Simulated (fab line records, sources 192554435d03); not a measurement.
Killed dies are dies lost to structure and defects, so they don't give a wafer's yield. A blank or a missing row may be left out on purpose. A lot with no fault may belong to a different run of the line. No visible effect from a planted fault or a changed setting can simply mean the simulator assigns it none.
fab line records | flow n5_finfet
[record] lots = 12 wafers = 31 last_day = 18
route steps=1938 shown BEOL_M3@995 BEOL_M4@1111 PASSIVATION@1936
lots that met no fault: taken from a fault-free run of the same line
start_h: hours from the record's opening day to when the first of the lot's shown wafers began | wait_h: hours elapsed since this lot's preceding step | " as in the row above | L1.1+2: a single row standing in for several wafers | - value missing, or start not given | * or withheld: withheld | < > ~ a bound
route shown NAME@n: a module of which the file shows steps, and the number in the route of the first | usual: mean/standard deviation taken from wafers without a fault | same: alike in all rows | chamber/n: place in a boat | sites: per-site readings | _std_site: standard deviation of those values | _edge_site: the outer-site mean with the inner-site mean subtracted | radius_mm: how far each site lies from the wafer's centre | mask NAME#n: copy n | behind: the most recent tool/chamber to have shaped the wafer | hold: what put the lot on hold/how long, in hours/how the hold closed | device: the transistor (n, p or np) that didn't switch | end of line: tests of these same wafers at the route's end | where a step has no rows: the recipe by itself | killed: dies that structure and defects cost at the first sort, which is not the same as the wafer's yield | map: per-die view of a wafer (x killed, . not killed, _ where there is no die)
set.NAME: the run value of the setting; set.NAME@STEP: its run value at that earlier step | model.NAME: the simulator's own value behind a step, which no gauge read
steps of the route over a sample of lots; a table a step, a row a wafer
services: the hour from which a tool's chamber was out of use, counted from the record's first day as start_h (under 0 if before that day), plus the number of hours and why
[[steps]]
[step N5_BEOL_M3_ANNEAL_49]
[recipe] temp_c = 400 time_s = 240 ambient = vacuum
[usual] heater_power_w = 807/100 susceptor_temp_C = 400.01/0.23
// columns lot.wafer tool chamber start_h wait_h heater_power_w susceptor_temp_C
L817.2 pvd_sputter-01 - 167.24 0.0 795 399.52
L817.4 " - " " 674 400.09
L817.5 " - " " 791 399.65
L818.2 pvd_sputter-01 - 184.47 0.0 724 400.16
L818.5 " - " " 728 400.07
L818.6 " - " " 778 399.94
L822.2 pvd_sputter-01 - 202.78 0.0 742 400.18
L822.3 " - " " 737 400.22
L820.5 pvd_sputter-02 - 203.03 0.1 882 399.45
L820.6 " - " " 929 400.46
L823.1 pvd_sputter-01 - 217.37 0.0 679 399.68
L823.3 " - " " 788 400.16
L823.4 " - " " 725 400.02
L826.1 pvd_sputter-01 - 221.79 0.0 672 400.13
L826.2 " - " " 770 399.86
L826.4 " - " " 736 399.74
L824.3 pvd_sputter-02 - 223.50 0.0 702 400.22
L824.4 " - " " 913 400.02
L824.6 " - " " 904 399.98
L825.4 pvd_sputter-01 - 223.63 0.0 727 399.85
L825.6 " - " " 788 399.62
L827.1 pvd_sputter-01 - 232.09 0.0 764 400.28
L827.3 " - " " 777 399.95
L830.1 pvd_sputter-02 - 249.55 0.0 - -
L830.2 " - " " - -
L830.3 " - " " - -
L832.4 pvd_sputter-01 - 258.63 0.0 - -
L832.5 " - " " - -
L832.6 " - " " - -
L837.1 pvd_sputter-02 - 304.24 0.0 888 400.16
L837.4 " - " " 688 400.20
[step N5_BEOL_M3_SPUTTER_79]
[recipe] material = Cu target_thk_a = 45 temp_c = -20 chamber_pressure_pa = 0.07 power_w = withheld time_s = 8.29
[usual] throttle_valve_pct = 30.3/1
// columns lot.wafer tool chamber start_h wait_h throttle_valve_pct
L817.2 pvd_sputter-01 - 167.38 0.1 29.8
L817.4 " - " " 28.3
L817.5 " - " " 29.9
L818.2 pvd_sputter-01 - 184.61 0.1 31.2
L818.5 " - " " 31.1
L818.6 " - " " 29.8
L822.2 pvd_sputter-01 - 202.92 0.1 31.8
L822.3 " - " " 31.2
L820.5 pvd_sputter-02 - 203.14 0.0 30.0
L820.6 " - " " 30.3
L823.1 pvd_sputter-01 - 217.51 0.1 28.6
L823.3 " - " " 30.1
L823.4 " - " " 31.0
L826.1 pvd_sputter-01 - 221.93 0.1 28.5
L826.2 " - " " 31.6
L826.4 " - " " 30.8
L824.3 pvd_sputter-02 - 223.64 0.1 32.3
L824.4 " - " " 30.2
L824.6 " - " " 30.3
L825.4 pvd_sputter-01 - 223.77 0.1 31.2
L825.6 " - " " 31.5
L827.1 pvd_sputter-01 - 232.23 0.1 31.8
L827.3 " - " " 30.0
L830.1 pvd_sputter-02 - 249.69 0.1 29.8
L830.2 " - " " 30.5
L830.3 " - " " 30.0
L832.4 pvd_sputter-01 - 258.77 0.1 28.5
L832.5 " - " " 31.0
L832.6 " - " " 29.9
L837.1 pvd_sputter-02 - 304.38 0.1 29.9
L837.4 " - " " 32.0
[step N5_BEOL_M3_SPUTTER_86]
[recipe] material = Cu target_thk_a = 45 temp_c = -20 chamber_pressure_pa = 0.07 power_w = withheld time_s = 8.29
[usual] throttle_valve_pct = 30.3/1
// columns lot.wafer tool chamber start_h wait_h throttle_valve_pct
L817.2 pvd_sputter-01 - 167.82 0.1 29.9
L817.4 " - " " 28.3
L817.5 " - " " 29.8
L818.2 pvd_sputter-01 - 185.05 0.1 31.0
L818.5 " - " " 31.3
L818.6 " - " " 29.8
L822.2 pvd_sputter-01 - 203.36 0.1 31.7
L822.3 " - " " 31.1
L820.5 pvd_sputter-02 - 203.58 0.0 29.8
L820.6 " - " " 30.0
L823.1 pvd_sputter-01 - 217.95 0.1 28.5
L823.3 " - " " 30.0
L823.4 " - " " 31.2
L826.1 pvd_sputter-01 - 222.37 0.1 28.5
L826.2 " - " " 31.7
L826.4 " - " " 31.3
L824.3 pvd_sputter-02 - 224.08 0.1 31.9
L824.4 " - " " 29.9
L824.6 " - " " 30.0
L825.4 pvd_sputter-01 - 224.21 0.1 31.0
L825.6 " - " " 31.5
L827.1 pvd_sputter-01 - 232.67 0.1 31.4
L827.3 " - " " 29.9
L830.1 pvd_sputter-02 - 250.13 0.1 29.9
L830.2 " - " " 30.5
L830.3 " - " " 30.0
L832.4 pvd_sputter-01 - 259.21 0.1 28.2
L832.5 " - " " 31.2
L832.6 " - " " 29.7
L837.1 pvd_sputter-02 - 304.82 0.1 29.9
L837.4 " - " " 32.2
[step N5_BEOL_M3_ANNEAL_87]
[recipe] temp_c = 400 time_s = 240 ambient = vacuum
[usual] heater_power_w = 807/100 susceptor_temp_C = 400.02/0.21
// columns lot.wafer tool chamber start_h wait_h heater_power_w susceptor_temp_C
L817.2 pvd_sputter-01 - 167.90 0.0 779 400.15
L817.4 " - " " 688 399.84
L817.5 " - " " 782 400.08
L818.2 pvd_sputter-01 - 185.13 0.0 728 400.03
L818.5 " - " " 747 399.78
L818.6 " - " " 776 400.38
L822.2 pvd_sputter-01 - 203.44 0.0 747 400.05
L822.3 " - " " 725 399.96
L820.5 pvd_sputter-02 - 203.69 0.1 888 400.19
L820.6 " - " " 911 400.22
L823.1 pvd_sputter-01 - 218.03 0.0 674 400.26
L823.3 " - " " 796 400.04
L823.4 " - " " 737 400.13
L826.1 pvd_sputter-01 - 222.45 0.0 656 400.08
L826.2 " - " " 767 399.93
L826.4 " - " " 745 400.09
L824.3 pvd_sputter-02 - 224.16 0.0 685 400.06
L824.4 " - " " 918 399.85
L824.6 " - " " 937 399.78
L825.4 pvd_sputter-01 - 224.29 0.0 722 400.13
L825.6 " - " " 786 399.88
L827.1 pvd_sputter-01 - 232.75 0.0 766 400.07
L827.3 " - " " 788 400.24
L830.1 pvd_sputter-02 - 250.21 0.0 925 400.10
L830.2 " - " " 947 400.36
L830.3 " - " " 872 400.33
L832.4 pvd_sputter-01 - 259.29 0.0 676 400.17
L832.5 " - " " 715 399.78
L832.6 " - " " 792 399.62
L837.1 pvd_sputter-02 - 304.90 0.0 860 399.93
L837.4 " - " " 680 399.83
[step N5_BEOL_M4_RC_MEAS_101]
[usual] DIBL_N = 35.8/1.5 DIBL_P = 35.9/1.8 IOFF_N = 0.152/0.025 IOFF_P = 0.21/0.031 ION_N = 672/11 ION_P = 462/7.4 SS_N = 71.5/0.52 SS_P = 73.2/0.54 VT_N = 250/3 VT_P = -250/3.3
// columns lot.wafer tool chamber start_h wait_h DIBL_N[mV/V] DIBL_P[mV/V] IOFF_N[nA/um] IOFF_P[nA/um] ION_N[uA/um] ION_P[uA/um] SS_N[mV/dec] SS_P[mV/dec] VT_N[mV] VT_P[mV]
L817.2 prober-01 0 178.69 0.2 34.4 31.2 0.096 0.13 655 449 70.5 72.3 261 -260
L817.4 " 0 " " 37.0 34.5 0.137 0.18 672 458 71.1 73.2 253 -254
L817.5 " 0 " " 36.8 34.3 0.137 0.18 669 458 71.2 73.1 251 -255
L818.2 prober-01 0 199.76 0.2 33.9 34.8 0.122 0.16 670 457 70.9 72.9 250 -254
L818.5 " 0 " " 34.9 35.9 0.143 0.17 674 452 70.7 73.0 251 -252
L818.6 " 0 " " 34.1 35.4 0.125 0.16 665 459 71.5 72.6 251 -256
L822.2 prober-02 0 215.76 0.2 34.6 34.5 0.115 0.15 652 449 71.6 72.3 256 -255
L822.3 " 0 " " 36.3 36.1 0.146 0.18 669 463 71.1 72.7 252 -253
L820.5 prober-02 0 219.01 0.6 36.8 38.6 0.155 0.19 678 459 71.0 73.4 252 -252
L820.6 " 0 " " 37.5 38.5 0.170 0.20 676 463 70.9 73.9 251 -254
L823.1 prober-01 0 230.98 0.0 35.9 35.9 0.158 0.21 673 464 71.3 72.6 248 -245
L823.3 " 0 " " 36.2 36.9 0.169 0.23 684 469 71.0 73.7 248 -248
L823.4 " 0 " " 35.8 36.0 0.161 0.21 685 466 70.9 73.8 248 -251
L826.1 prober-01 0 236.76 0.0 37.1 37.8 0.177 0.23 667 458 71.3 74.7 248 -248
L826.2 " 0 " " 34.2 34.8 0.128 0.18 677 467 71.8 73.7 252 -250
L826.4 " 0 " " 35.5 36.5 0.145 0.20 672 459 71.3 74.1 251 -253
L824.3 prober-01 0 239.52 0.3 37.8 35.5 0.148 0.21 669 458 71.3 73.0 250 -247
L824.4 " 0 " " 37.7 35.1 0.151 0.21 666 459 72.1 72.7 253 -249
L824.6 " 0 " " 37.9 34.9 0.149 0.20 662 451 72.2 73.3 255 -250
L825.4 prober-02 0 240.38 0.5 36.5 35.2 0.167 0.21 681 466 72.1 72.9 251 -246
L825.6 " 0 " " 35.9 34.6 0.151 0.20 670 462 70.9 73.4 250 -248
L827.1 prober-02 0 244.23 0.0 34.0 33.2 0.117 0.17 659 461 71.1 73.0 251 -252
L827.3 " 0 " " 33.8 33.3 0.122 0.18 655 455 70.5 72.8 252 -252
L830.1 prober-01 0 263.71 0.0 37.7 38.6 0.218 0.29 700 484 72.0 74.3 244 -243
L830.2 " 0 " " 36.0 35.8 0.172 0.23 676 465 71.6 72.8 245 -248
L830.3 " 0 " " 36.5 38.0 0.196 0.28 706 489 72.4 73.7 245 -243
L832.4 prober-02 0 271.90 0.5 35.5 37.1 0.182 0.24 682 460 71.9 73.3 247 -247
L832.5 " 0 " " 34.3 37.2 0.175 0.24 694 471 71.1 72.5 245 -250
L832.6 " 0 " " 34.1 36.0 0.154 0.21 675 460 71.2 72.7 250 -248
L837.1 prober-02 0 321.00 0.0 35.6 35.7 0.151 0.21 666 465 71.9 73.4 251 -251
L837.4 " 0 " " 35.0 34.9 0.137 0.19 675 472 71.3 72.8 256 -253
[step N5_PASSIVATION_PROBE_49]
[usual] defect_limited_yield = 91.7/1.7 killed_at_M0_to_M3 = 34/10 killed_at_M4_up = 13/5.1 killed_at_contacts = 12/6.2 killed_at_front_end = 36/12 killed_at_other = 3.2/2.6 killed_dies = 98/20 killed_open = 65/13 killed_short = 32/8.4 sort_bin_5_function = 4.8/1.1 sort_bin_6_memory = 3.2/0.74 sort_n_pass = 1082/20 sort_yield_pct = 91.7/1.7
[same] gross_dies = 1180 killed_at_back_side = 0 sort_bin_4_leakage[%] = 0 sort_bin_8_speed[%] = 0
// columns lot.wafer tool chamber start_h wait_h defect_limited_yield[%] killed_at_M0_to_M3 killed_at_M4_up killed_at_contacts killed_at_front_end killed_at_other killed_dies killed_open killed_short sort_bin_5_function[%] sort_bin_6_memory[%] sort_n_pass sort_yield_pct[%]
L818.2 prober-02 - 307.41 0.1 89.7 48 17 10 43 3 121 81 39 5.8 4.2 1059 89.7
L818.5 prober-02 - 307.56 0.2 89.6 40 14 33 36 0 123 81 42 5.7 4.4 1057 89.6
L818.6 prober-02 - 307.61 0.3 91.9 26 6 15 45 4 96 61 35 4.0 3.8 1084 91.9
L832.6 prober-02 - 376.74 0.3 88.9 65 9 6 45 6 131 89 40 7.3 3.5 1049 88.9
// killed by level:class
L818.2 STI_FIN_REVEAL:geometric_particle:open=20 BEOL_M0_SAQP:geometric_particle:short=14 MOL_CONTACT_COAG:geometric_particle:open=9 BEOL_M1:geometric_particle:short=9 BEOL_M0_SAQP:geometric_particle:open=7 BEOL_M3:geometric_particle:open=7 BEOL_M4:geometric_particle:open=6 DUMMY_GATE:geometric_particle:open=5
L818.5 MOL_CONTACT_COAG:geometric_particle:open=24 BEOL_M0_SAQP:geometric_particle:open=15 BEOL_M3:geometric_particle:open=10 MOL_CONTACT_COAG:geometric_particle:short=9 BEOL_M0_SAQP:geometric_particle:short=9 FIN_SAQP:geometric_particle:open=8 STI_FIN_REVEAL:geometric_particle:open=8 FIN_SAQP:geometric_particle:short=7
L818.6 MOL_CONTACT_COAG:geometric_particle:open=12 STI_FIN_REVEAL:geometric_particle:open=11 FIN_SAQP:geometric_particle:short=6 DUMMY_GATE:geometric_particle:open=5 BEOL_M0_SAQP:geometric_particle:open=5 BEOL_M2:geometric_particle:open=5 FIN_SAQP:geometric_particle:open=4 STI_FIN_REVEAL:geometric_particle:short=4
L832.6 BEOL_M2:geometric_particle:open=15 BEOL_M0_SAQP:geometric_particle:short=12 BEOL_M3:geometric_particle:open=11 BEOL_M1:geometric_particle:open=10 GATE_CUT:geometric_particle:short=9 BEOL_M0_SAQP:geometric_particle:open=9 FIN_SAQP:geometric_particle:open=7 STI_FIN_REVEAL:geometric_particle:open=7
[[services]]
// columns tool chamber start_h hours kind
pvd_sputter-01 - 260.51 3.0 repair
[[key]]
[first_sign] step = N5_BEOL_M3_ANNEAL_49 reading = tool_record direction = missing
effect none on later readings
met_at N5_BEOL_M3_ANNEAL_49
struck_lots L830,L832
not_acting_at N5_BEOL_M3_SPUTTER_79,N5_BEOL_M3_SPUTTER_86,N5_BEOL_M3_ANNEAL_87
onset_between 232.09 249.55
[fault] kind = skipped_step_whole tool = pvd_sputter-01,pvd_sputter-02 chamber = - onset_h = 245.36 steps = N5_BEOL_M3_ANNEAL_49 scope = struck_lots_only
